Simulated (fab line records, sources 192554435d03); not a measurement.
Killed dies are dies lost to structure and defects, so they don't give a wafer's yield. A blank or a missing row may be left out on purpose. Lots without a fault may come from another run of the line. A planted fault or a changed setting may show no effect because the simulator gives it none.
Which tool did it? | flow n5_finfet | 11 lots, 33 wafers sampled, at 2 steps of a route of 1938

WHAT THE GAUGES READ, wafer by wafer
N5_PASSIVATION_CD_MEAS_30: target cd 4000 nm.
lot  | measured     | on        | cd_nm (nm)
L360 | day 12 00:48 | cd_sem-01 | 3999.6 3998.1 3996.3
L364 | day 13 09:15 | cd_sem-02 | 3996.6 4001.1 4000.6
L365 | day 13 08:55 | cd_sem-02 | 4000.8 4000.2 4003.4
L366 | day 14 10:37 | cd_sem-03 | 3998.8 3999.3 3999.6
L368 | day 14 15:05 | cd_sem-02 | 3997.9 4001.0 3998.2
L370 | day 15 00:58 | cd_sem-01 | 3998.6 3998.0 3998.4
L369 | day 15 10:35 | cd_sem-01 | 4001.9 4000.9 3998.6
L372 | day 15 13:29 | cd_sem-01 | 3999.0 3997.4 4000.2
L375 | day 16 00:07 | cd_sem-01 | 4003.9 3999.9 4001.1
L382 | day 18 10:44 | cd_sem-01 | 3997.8 4001.3 3998.0
L383 | day 18 11:19 | cd_sem-02 | 4000.2 3999.9 3998.7

WHICH TOOL RAN EACH LOT (tool, then ch and the chambers of the sampled wafers, then the start)
lot  | N5_BEOL_M2_PRE_CLEAN_45
L360 | pvd_sputter-03, day 7 01:31
L364 | pvd_sputter-02, day 7 23:41
L365 | pvd_sputter-02, day 8 04:11
L366 | pvd_sputter-01, day 9 04:08
L368 | pvd_sputter-02, day 9 12:02
L370 | pvd_sputter-01, day 9 15:23
L369 | pvd_sputter-02, day 9 20:44
L372 | pvd_sputter-01, day 10 00:50
L375 | pvd_sputter-01, day 10 12:59
L382 | pvd_sputter-02, day 12 20:22
L383 | pvd_sputter-02, day 13 09:05
- N5_BEOL_M2_PRE_CLEAN_45: time 30 s.

THE ANSWER, worked out from the rows above alone
Rule: what is usual is taken from the lots themselves. Put in order of their means at a reading, lots are off if they are a third of the lots or fewer, leave a main group of 4 or more, and stand apart from it by a gap of 3 or more times the standard deviation of the main group's means; of several such gaps the widest counts. A main group whose means are all the same, to the digits that the tables above print for the reading, isn't used. A lot without any number at a reading at which 4 lots or more have one is off too. The other lots that the step has rows for count as sound.
No lot is off at any reading shown: from this, nothing can be told.

WHAT THE SIMULATOR HAD PUT IN
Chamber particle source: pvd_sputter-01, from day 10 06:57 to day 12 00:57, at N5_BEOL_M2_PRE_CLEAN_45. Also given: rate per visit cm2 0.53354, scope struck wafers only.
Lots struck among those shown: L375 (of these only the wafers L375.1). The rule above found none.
